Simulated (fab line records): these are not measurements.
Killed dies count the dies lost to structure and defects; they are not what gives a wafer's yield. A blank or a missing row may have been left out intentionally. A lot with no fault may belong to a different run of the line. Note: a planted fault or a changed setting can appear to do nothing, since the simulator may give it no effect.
Chamber matching | flow nandHarc | NHARC_P_BONDPAD_ETCH_24 on rieDiel-10 has 4 sister chambers
The step etches the open film in CF4/N2, target depth 30 nm, time 72.99 s. 14 wafers are shown with their chamber, then 7 later ones without.

== WAFERS, EACH WITH ITS CHAMBER ==
wafer  | chamber | showerheadPlenumPTorr (Torr) | drypumpMotorCurrentA (A) | runLengthS (s)
L570.4 | 1       | 2.66                         | 5.41                     | 95.1
L570.5 | 0       | 2.67                         | 5.69                     | 94.3
L570.6 | 1       | 2.66                         | 5.41                     | 95.1
L571.1 | 3       | 2.81                         | 5.92                     | 94.5
L571.3 | 2       | 2.67                         | 5.58                     | 93.6
L571.5 | 3       | 2.82                         | 5.88                     | 94.7
L577.1 | 2       | 2.67                         | 5.60                     | 93.6
L577.2 | 3       | 2.81                         | 5.85                     | 94.6
L577.3 | 0       | 2.67                         | 5.68                     | 94.0
L588.2 | 0       | 2.66                         | 5.69                     | 94.5
L588.4 | 3       | 2.81                         | 5.86                     | 94.7
L588.5 | 0       | 2.66                         | 5.69                     | 94.0
L589.1 | 1       | 2.66                         | 5.40                     | 94.8
L589.4 | 3       | 2.81                         | 5.85                     | 94.8

SIGNATURES (means of the wafers above)
reading               | chamber 0 | chamber 1 | chamber 2 | chamber 3 | scatter within a chamber
showerheadPlenumPTorr | 2.6650    | 2.6600    | 2.6700    | 2.8120    | 0.00424
drypumpMotorCurrentA  | 5.6875    | 5.4067    | 5.5900    | 5.8720    | 0.0195
runLengthS            | 94.200    | 95.000    | 93.600    | 94.660    | 0.171
Rule: a wafer lies at a distance from a chamber equal to the root of the sum of squares, over the readings, of (its reading less the chamber's mean, divided by the reading's scatter). If the next closest chamber is less than 2 further off than the closest, the wafer can't be placed; otherwise it belongs to the closest. The scatter: the root of (the sum of the squares of (reading less its chamber's mean) over the shown wafers, divided by (wafers less chambers)).

== WAFERS WITHOUT THEIR CHAMBER ==
wafer  | showerheadPlenumPTorr (Torr) | drypumpMotorCurrentA (A) | runLengthS (s)
L589.5 | 2.81                         | 5.86                     | 94.9
L591.1 | 2.81                         | 5.87                     | 94.8
L591.2 | 2.66                         | 5.69                     | 94.3
L591.3 | 2.66                         | 5.57                     | 93.6
L590.2 | 2.81                         | 5.87                     | 94.9
L590.4 | 2.66                         | 5.66                     | 94.0
L590.5 | 2.66                         | 5.67                     | 94.2

== CHAMBER TAKEN BY EACH ==
wafer  | from the rows above | in truth
L589.5 | 3                   | 3
L591.1 | 3                   | 3
L591.2 | 0                   | 0
L591.3 | 2                   | 2
L590.2 | 3                   | 3
L590.4 | 0                   | 0
L590.5 | 0                   | 0
Correct placement for 7 of the 7. Number that these rows cannot place: 0. 0 placed wrongly.
